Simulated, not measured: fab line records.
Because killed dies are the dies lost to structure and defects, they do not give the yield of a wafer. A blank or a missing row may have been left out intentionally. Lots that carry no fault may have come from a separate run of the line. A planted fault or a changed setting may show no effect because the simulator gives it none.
fab line records / flow nand-harc / part 2 of 2: steps 23 to 37 of 37
record lots=5 wafers=15 last-day=24
route steps=1159 shown P_GATE@137
lots that met no fault: taken from a fault-free run of the same line
start-h: hours from the record's opening day to when the first of the lot's shown wafers began / wait-h: hours elapsed since this lot's preceding step / " the same as in the row above / L1.1+2: one row covering several wafers at once / - no value present, or no start provided / * or withheld: withheld / < > ~ a bound
route shown NAME@n: a module of which the file shows steps, and the number in the route of the first / usual: mean/standard deviation taken from wafers without a fault / same: alike in all rows / chamber/n: place in a boat / sites: per-site readings / _std_site: the standard deviation of these / _edge_site: inner sites' mean taken away from outer sites' mean / radius-mm: how far each site lies from the wafer's centre / mask NAME#n: copy n / behind: the tool/chamber that last shaped the wafer / hold: why the lot went on hold/how many hours it stayed there/how the hold came to an end / device: which transistor (n, p or np) failed to switch / end of line: tests run on the same wafers once the route is complete / a step with no rows: only its recipe / killed: dies that structure and defects cost at the first sort, which is not the same as the wafer's yield / map: per-die view of a wafer (x killed, . not killed, _ where there is no die)
set.NAME: the setting the step ran with; set.NAME@STEP: the setting that earlier step ran with / model.NAME: the simulator's own value behind a step, which no gauge read
certain route steps with their lots: each step a table, each wafer a row
services: the hour from which a tool's chamber was out of use, counted from the record's first day as start-h (under 0 if before that day), plus the number of hours and why
## steps
# step NHARC_P_GATE_SRD_98
lot.wafer=L078.6+1+2 tool=wet-bench-05 chamber=6,0,1 start-h=- wait-h=-
lot.wafer=L083.1+5+6 tool=wet-bench-05 chamber=1,5,6 start-h=- wait-h=-
lot.wafer=L090.6+2+4 tool=wet-bench-04 chamber=5,7,1 start-h=- wait-h=-
lot.wafer=L093.1+4+5 tool=wet-bench-05 chamber=6,7,0 start-h=- wait-h=-
lot.wafer=L097.6+1+4 tool=wet-bench-01 chamber=3,4,5 start-h=- wait-h=-
# step NHARC_P_GATE_PRECLEAN_99
# recipe time-s=* temp-c=50 bath-age-min=0 chemistry=SC1
lot.wafer=L078.6+1+2 tool=wet-bench-05 chamber=6,0,1 start-h=- wait-h=-
lot.wafer=L083.1+5+6 tool=wet-bench-05 chamber=1,5,6 start-h=- wait-h=-
lot.wafer=L090.6+2+4 tool=wet-bench-04 chamber=5,7,1 start-h=- wait-h=-
lot.wafer=L093.1+4+5 tool=wet-bench-05 chamber=6,7,0 start-h=- wait-h=-
lot.wafer=L097.6+1+4 tool=wet-bench-01 chamber=3,4,5 start-h=- wait-h=-
# step NHARC_P_GATE_SRD_100
lot.wafer=L078.6+1+2 tool=wet-bench-05 chamber=6,0,1 start-h=- wait-h=-
lot.wafer=L083.1+5+6 tool=wet-bench-05 chamber=1,5,6 start-h=- wait-h=-
lot.wafer=L090.6+2+4 tool=wet-bench-04 chamber=5,7,1 start-h=- wait-h=-
lot.wafer=L093.1+4+5 tool=wet-bench-05 chamber=6,7,0 start-h=- wait-h=-
lot.wafer=L097.6+1+4 tool=wet-bench-01 chamber=3,4,5 start-h=- wait-h=-
# step NHARC_P_GATE_DEHYDRATE_38
# recipe temp-c=150 time-s=120
lot.wafer=L078.1+2+6 tool=litho-track-07 chamber=0 start-h=125.61 wait-h=-
lot.wafer=L083.1+5+6 tool=litho-track-07 chamber=0 start-h=154.08 wait-h=-
lot.wafer=L090.2+4+6 tool=litho-track-02 chamber=0 start-h=199.69 wait-h=-
lot.wafer=L093.1+4+5 tool=litho-track-03 chamber=0 start-h=210.27 wait-h=-
lot.wafer=L097.1+4+6 tool=litho-track-03 chamber=0 start-h=244.64 wait-h=-
# step NHARC_P_GATE_HMDS_39
# recipe time-s=30
lot.wafer=L078.1+2+6 tool=litho-track-07 chamber=0 start-h=- wait-h=-
lot.wafer=L083.1+5+6 tool=litho-track-07 chamber=0 start-h=- wait-h=-
lot.wafer=L090.2+4+6 tool=litho-track-02 chamber=0 start-h=- wait-h=-
lot.wafer=L093.1+4+5 tool=litho-track-03 chamber=0 start-h=- wait-h=-
lot.wafer=L097.1+4+6 tool=litho-track-03 chamber=0 start-h=- wait-h=-
# step NHARC_P_GATE_COAT_40
# recipe spin-rpm=3000
lot.wafer=L078.1+2+6 tool=litho-track-07 chamber=0 start-h=- wait-h=-
lot.wafer=L083.1+5+6 tool=litho-track-07 chamber=0 start-h=- wait-h=-
lot.wafer=L090.2+4+6 tool=litho-track-02 chamber=0 start-h=- wait-h=-
lot.wafer=L093.1+4+5 tool=litho-track-03 chamber=0 start-h=- wait-h=-
lot.wafer=L097.1+4+6 tool=litho-track-03 chamber=0 start-h=- wait-h=-
# step NHARC_P_GATE_SOFTBAKE_41
# recipe temp-c=122 time-s=95
lot.wafer=L078.1+2+6 tool=litho-track-07 chamber=0 start-h=- wait-h=-
lot.wafer=L083.1+5+6 tool=litho-track-07 chamber=0 start-h=- wait-h=-
lot.wafer=L090.2+4+6 tool=litho-track-02 chamber=0 start-h=- wait-h=-
lot.wafer=L093.1+4+5 tool=litho-track-03 chamber=0 start-h=- wait-h=-
lot.wafer=L097.1+4+6 tool=litho-track-03 chamber=0 start-h=- wait-h=-
# step NHARC_P_GATE_EBR_42
lot.wafer=L078.1+2+6 tool=litho-track-07 chamber=0 start-h=- wait-h=-
lot.wafer=L083.1+5+6 tool=litho-track-07 chamber=0 start-h=- wait-h=-
lot.wafer=L090.2+4+6 tool=litho-track-02 chamber=0 start-h=- wait-h=-
lot.wafer=L093.1+4+5 tool=litho-track-03 chamber=0 start-h=- wait-h=-
lot.wafer=L097.1+4+6 tool=litho-track-03 chamber=0 start-h=- wait-h=-
# step NHARC_P_GATE_EXPOSE_43
# recipe na=0.6 target-cd-nm=720 dose-mj=14.81 mask-id=P_NSD
# usual reticle-temp-C=23.00/0.1
lot.wafer=L078.1 tool=krf-scanner-04 chamber=0 start-h=125.75 wait-h=- mask=P_NSD#0 reticle-temp-C=23.05
lot.wafer=L078.2 tool=krf-scanner-04 chamber=0 start-h=125.75 wait-h=- mask=P_NSD#0 reticle-temp-C=23.09
lot.wafer=L078.6 tool=krf-scanner-04 chamber=0 start-h=125.75 wait-h=- mask=P_NSD#0 reticle-temp-C=23.06
lot.wafer=L083.1 tool=krf-scanner-01 chamber=0 start-h=154.35 wait-h=- mask=P_NSD#0 reticle-temp-C=22.93
lot.wafer=L083.5 tool=krf-scanner-01 chamber=0 start-h=154.35 wait-h=- mask=P_NSD#0 reticle-temp-C=22.83
lot.wafer=L083.6 tool=krf-scanner-01 chamber=0 start-h=154.35 wait-h=- mask=P_NSD#0 reticle-temp-C=22.90
lot.wafer=L090.2 tool=krf-scanner-03 chamber=0 start-h=199.97 wait-h=- mask=P_NSD#0 reticle-temp-C=22.90
lot.wafer=L090.4 tool=krf-scanner-03 chamber=0 start-h=199.97 wait-h=- mask=P_NSD#0 reticle-temp-C=22.87
lot.wafer=L090.6 tool=krf-scanner-03 chamber=0 start-h=199.97 wait-h=- mask=P_NSD#0 reticle-temp-C=22.92
lot.wafer=L093.1 tool=krf-scanner-01 chamber=0 start-h=210.54 wait-h=- mask=P_NSD#0 reticle-temp-C=23.11
lot.wafer=L093.4 tool=krf-scanner-01 chamber=0 start-h=210.54 wait-h=- mask=P_NSD#0 reticle-temp-C=23.10
lot.wafer=L093.5 tool=krf-scanner-01 chamber=0 start-h=210.54 wait-h=- mask=P_NSD#0 reticle-temp-C=23.11
lot.wafer=L097.1 tool=krf-scanner-01 chamber=0 start-h=244.91 wait-h=- mask=P_NSD#0 reticle-temp-C=23.25
lot.wafer=L097.4 tool=krf-scanner-01 chamber=0 start-h=244.91 wait-h=- mask=P_NSD#0 reticle-temp-C=23.17
lot.wafer=L097.6 tool=krf-scanner-01 chamber=0 start-h=244.91 wait-h=- mask=P_NSD#0 reticle-temp-C=22.90
# step NHARC_P_GATE_PEB_44
# recipe peb-temp-c=118 peb-time-s=85
# same peb-time-s=85
lot.wafer=L078.1+2+6 tool=litho-track-03 chamber=0 start-h=125.82 wait-h=0.1
lot.wafer=L083.1+5+6 tool=litho-track-07 chamber=0 start-h=154.41 wait-h=0.1
lot.wafer=L090.2+4+6 tool=litho-track-02 chamber=0 start-h=200.03 wait-h=0.1
lot.wafer=L093.1+4+5 tool=litho-track-07 chamber=0 start-h=210.60 wait-h=0.1
lot.wafer=L097.1+4+6 tool=litho-track-03 chamber=0 start-h=244.98 wait-h=0.1
# step NHARC_P_GATE_DEVELOP_45
# recipe time-s=70
lot.wafer=L078.1+2+6 tool=litho-track-03 chamber=0 start-h=- wait-h=-
lot.wafer=L083.1+5+6 tool=litho-track-07 chamber=0 start-h=- wait-h=-
lot.wafer=L090.2+4+6 tool=litho-track-02 chamber=0 start-h=- wait-h=-
lot.wafer=L093.1+4+5 tool=litho-track-07 chamber=0 start-h=- wait-h=-
lot.wafer=L097.1+4+6 tool=litho-track-03 chamber=0 start-h=- wait-h=-
# step NHARC_P_GATE_CD_MEAS_46
# recipe target-cd-nm=720 landing-energy-ev=500
# usual cd-nm=719.8/1.3
# same landing-energy-ev=500
lot.wafer=L078.1 tool=cd-sem-03 chamber=0 start-h=125.91 wait-h=- cd-nm=721.3
lot.wafer=L078.2 tool=cd-sem-03 chamber=0 start-h=125.91 wait-h=- cd-nm=718.9
lot.wafer=L078.6 tool=cd-sem-03 chamber=0 start-h=125.91 wait-h=- cd-nm=717.5
lot.wafer=L083.1 tool=cd-sem-03 chamber=0 start-h=154.50 wait-h=- cd-nm=718.5
lot.wafer=L083.5 tool=cd-sem-03 chamber=0 start-h=154.50 wait-h=- cd-nm=720.1
lot.wafer=L083.6 tool=cd-sem-03 chamber=0 start-h=154.50 wait-h=- cd-nm=718.2
lot.wafer=L090.2 tool=cd-sem-02 chamber=0 start-h=200.12 wait-h=- cd-nm=720.1
lot.wafer=L090.4 tool=cd-sem-02 chamber=0 start-h=200.12 wait-h=- cd-nm=718.1
lot.wafer=L090.6 tool=cd-sem-02 chamber=0 start-h=200.12 wait-h=- cd-nm=717.6
lot.wafer=L093.1 tool=cd-sem-02 chamber=0 start-h=210.70 wait-h=- cd-nm=718.3
lot.wafer=L093.4 tool=cd-sem-02 chamber=0 start-h=210.70 wait-h=- cd-nm=718.5
lot.wafer=L093.5 tool=cd-sem-02 chamber=0 start-h=210.70 wait-h=- cd-nm=717.3
lot.wafer=L097.1 tool=cd-sem-01 chamber=0 start-h=245.07 wait-h=- cd-nm=720.3
lot.wafer=L097.4 tool=cd-sem-01 chamber=0 start-h=245.07 wait-h=- cd-nm=720.2
lot.wafer=L097.6 tool=cd-sem-01 chamber=0 start-h=245.07 wait-h=- cd-nm=720.6
# step NHARC_P_GATE_HARDBAKE_47
# recipe temp-c=125 time-s=80
lot.wafer=L078.1+2+6 tool=litho-track-07 chamber=0 start-h=125.99 wait-h=-
lot.wafer=L083.1+5+6 tool=litho-track-07 chamber=0 start-h=154.58 wait-h=-
lot.wafer=L090.2+4+6 tool=litho-track-07 chamber=0 start-h=200.22 wait-h=-
lot.wafer=L093.1+4+5 tool=litho-track-07 chamber=0 start-h=210.77 wait-h=-
lot.wafer=L097.1+4+6 tool=litho-track-07 chamber=0 start-h=245.15 wait-h=-
# step NHARC_P_GATE_DESCUM_48
# recipe time-s=3 o2-flow-sccm=200 ar-flow-sccm=0 bias-power-w=0 chemistry=O2
# usual drypump-motor-current-A=5.6/0.42 oes-product-au=1.000/0.0078 rf-vpp-V=57.8/0.96 showerhead-plenum-p-Torr=1.94/0.11 throttle-valve-pct=11.311/0.0081
lot.wafer=L078.1 tool=rie-diel-11 chamber=3 start-h=126.07 wait-h=- drypump-motor-current-A=5.8 oes-product-au=0.999 rf-hours-counter-h=20 rf-vpp-V=58.8 showerhead-plenum-p-Torr=1.95 throttle-valve-pct=11.309
lot.wafer=L078.2 tool=rie-diel-11 chamber=1 start-h=126.07 wait-h=- drypump-motor-current-A=5.6 oes-product-au=0.997 rf-hours-counter-h=20 rf-vpp-V=56.5 showerhead-plenum-p-Torr=2.05 throttle-valve-pct=11.308
lot.wafer=L078.6 tool=rie-diel-11 chamber=0 start-h=126.07 wait-h=- drypump-motor-current-A=5.6 oes-product-au=0.990 rf-hours-counter-h=- rf-vpp-V=58.5 showerhead-plenum-p-Torr=2.03 throttle-valve-pct=11.305
lot.wafer=L083.1 tool=rie-diel-11 chamber=0 start-h=154.70 wait-h=- drypump-motor-current-A=5.6 oes-product-au=0.988 rf-hours-counter-h=26 rf-vpp-V=58.5 showerhead-plenum-p-Torr=2.03 throttle-valve-pct=11.330
lot.wafer=L083.6 tool=rie-diel-11 chamber=3 start-h=154.70 wait-h=- drypump-motor-current-A=5.8 oes-product-au=0.995 rf-hours-counter-h=- rf-vpp-V=57.6 showerhead-plenum-p-Torr=1.95 throttle-valve-pct=11.313
lot.wafer=L083.5 tool=rie-diel-11 chamber=0 start-h=154.70 wait-h=- drypump-motor-current-A=5.6 oes-product-au=0.984 rf-hours-counter-h=- rf-vpp-V=58.1 showerhead-plenum-p-Torr=2.03 throttle-valve-pct=11.309
lot.wafer=L090.4 tool=rie-diel-11 chamber=1 start-h=200.32 wait-h=- drypump-motor-current-A=5.6 oes-product-au=0.990 rf-hours-counter-h=0 rf-vpp-V=58.1 showerhead-plenum-p-Torr=2.04 throttle-valve-pct=11.293
lot.wafer=L090.2 tool=rie-diel-11 chamber=3 start-h=200.32 wait-h=- drypump-motor-current-A=5.7 oes-product-au=1.000 rf-hours-counter-h=0 rf-vpp-V=59.0 showerhead-plenum-p-Torr=1.95 throttle-valve-pct=11.313
lot.wafer=L090.6 tool=rie-diel-11 chamber=1 start-h=200.32 wait-h=- drypump-motor-current-A=5.5 oes-product-au=1.000 rf-hours-counter-h=- rf-vpp-V=57.6 showerhead-plenum-p-Torr=2.04 throttle-valve-pct=11.298
lot.wafer=L093.1 tool=rie-diel-11 chamber=3 start-h=210.87 wait-h=- drypump-motor-current-A=5.8 oes-product-au=0.994 rf-hours-counter-h=2 rf-vpp-V=55.6 showerhead-plenum-p-Torr=1.95 throttle-valve-pct=11.298
lot.wafer=L093.4 tool=rie-diel-11 chamber=0 start-h=210.87 wait-h=- drypump-motor-current-A=5.6 oes-product-au=1.005 rf-hours-counter-h=3 rf-vpp-V=57.6 showerhead-plenum-p-Torr=2.03 throttle-valve-pct=11.312
lot.wafer=L093.5 tool=rie-diel-11 chamber=2 start-h=210.87 wait-h=- drypump-motor-current-A=5.8 oes-product-au=1.010 rf-hours-counter-h=- rf-vpp-V=57.8 showerhead-plenum-p-Torr=1.81 throttle-valve-pct=11.298
lot.wafer=L097.1 tool=rie-diel-12 chamber=3 start-h=245.27 wait-h=- drypump-motor-current-A=5.4 oes-product-au=1.009 rf-hours-counter-h=11 rf-vpp-V=57.4 showerhead-plenum-p-Torr=2.07 throttle-valve-pct=11.319
lot.wafer=L097.4 tool=rie-diel-12 chamber=2 start-h=245.27 wait-h=- drypump-motor-current-A=4.8 oes-product-au=0.993 rf-hours-counter-h=10 rf-vpp-V=55.4 showerhead-plenum-p-Torr=1.78 throttle-valve-pct=11.324
lot.wafer=L097.6 tool=rie-diel-12 chamber=0 start-h=245.27 wait-h=- drypump-motor-current-A=5.5 oes-product-au=0.998 rf-hours-counter-h=- rf-vpp-V=58.7 showerhead-plenum-p-Torr=2.07 throttle-valve-pct=11.303
# step NHARC_P_GATE_IMPLANT_49
# recipe energy-kev=30 dose-cm2=3e+15 tilt-deg=7
# usual beam-energy-keV=30.000/0.01
lot.wafer=L078.1 tool=implanter-01 chamber=0 start-h=126.22 wait-h=0.1 beam-energy-keV=30.004
lot.wafer=L078.2 tool=implanter-01 chamber=0 start-h=126.22 wait-h=0.1 beam-energy-keV=30.022
lot.wafer=L078.6 tool=implanter-01 chamber=0 start-h=126.22 wait-h=0.1 beam-energy-keV=30.008
lot.wafer=L083.1 tool=implanter-01 chamber=0 start-h=154.84 wait-h=0.1 beam-energy-keV=30.023
lot.wafer=L083.5 tool=implanter-01 chamber=0 start-h=154.84 wait-h=0.1 beam-energy-keV=30.036
lot.wafer=L083.6 tool=implanter-01 chamber=0 start-h=154.84 wait-h=0.1 beam-energy-keV=30.004
lot.wafer=L090.2 tool=implanter-02 chamber=0 start-h=200.49 wait-h=0.1 beam-energy-keV=29.999
lot.wafer=L090.4 tool=implanter-02 chamber=0 start-h=200.49 wait-h=0.1 beam-energy-keV=29.985
lot.wafer=L090.6 tool=implanter-02 chamber=0 start-h=200.49 wait-h=0.1 beam-energy-keV=29.992
lot.wafer=L093.1 tool=implanter-01 chamber=0 start-h=211.01 wait-h=0.1 beam-energy-keV=29.987
lot.wafer=L093.4 tool=implanter-01 chamber=0 start-h=211.01 wait-h=0.1 beam-energy-keV=29.989
lot.wafer=L093.5 tool=implanter-01 chamber=0 start-h=211.01 wait-h=0.1 beam-energy-keV=29.995
lot.wafer=L097.1 tool=implanter-02 chamber=0 start-h=245.42 wait-h=0.1 beam-energy-keV=30.007
lot.wafer=L097.4 tool=implanter-02 chamber=0 start-h=245.42 wait-h=0.1 beam-energy-keV=30.018
lot.wafer=L097.6 tool=implanter-02 chamber=0 start-h=245.42 wait-h=0.1 beam-energy-keV=30.002
## services
tool=litho-track-01 chamber=- start-h=93.00 hours=7.0 kind=pm
tool=rie-diel-12 chamber=2 start-h=94.19 hours=3.5 kind=repair
tool=ald-sin-03 chamber=- start-h=102.00 hours=10.0 kind=pm
tool=wet-bench-01 chamber=- start-h=108.53 hours=4.1 kind=repair
tool=ald-sin-03 chamber=1 start-h=113.74 hours=11.2 kind=repair
tool=arfi-scanner-03 chamber=- start-h=115.70 hours=0.5 kind=repair
tool=rie-diel-12 chamber=0 start-h=116.79 hours=6.0 kind=repair
tool=litho-track-06 chamber=- start-h=117.00 hours=7.0 kind=pm
tool=rie-diel-01 chamber=- start-h=137.80 hours=9.0 kind=pm
tool=arfi-scanner-03 chamber=- start-h=140.00 hours=4.0 kind=pm
tool=rie-diel-11 chamber=2 start-h=140.05 hours=15.5 kind=repair
tool=litho-track-04 chamber=- start-h=141.00 hours=7.0 kind=pm
tool=rie-si-03 chamber=2 start-h=153.45 hours=36.1 kind=repair
tool=rie-si-03 chamber=- start-h=155.00 hours=9.0 kind=pm
tool=wet-bench-04 chamber=- start-h=163.20 hours=8.0 kind=pm
tool=litho-track-02 chamber=- start-h=165.01 hours=7.0 kind=pm
tool=ald-sin-03 chamber=0 start-h=180.40 hours=9.3 kind=repair
tool=litho-track-07 chamber=- start-h=189.00 hours=7.0 kind=pm
tool=rie-diel-11 chamber=- start-h=189.50 hours=9.0 kind=pm
tool=wet-bench-05 chamber=- start-h=196.80 hours=8.0 kind=pm
tool=rie-diel-12 chamber=- start-h=202.42 hours=9.0 kind=pm
tool=litho-track-03 chamber=- start-h=213.00 hours=7.0 kind=pm
tool=wet-bench-01 chamber=- start-h=213.60 hours=8.0 kind=pm
tool=rie-diel-11 chamber=2 start-h=242.59 hours=42.5 kind=repair
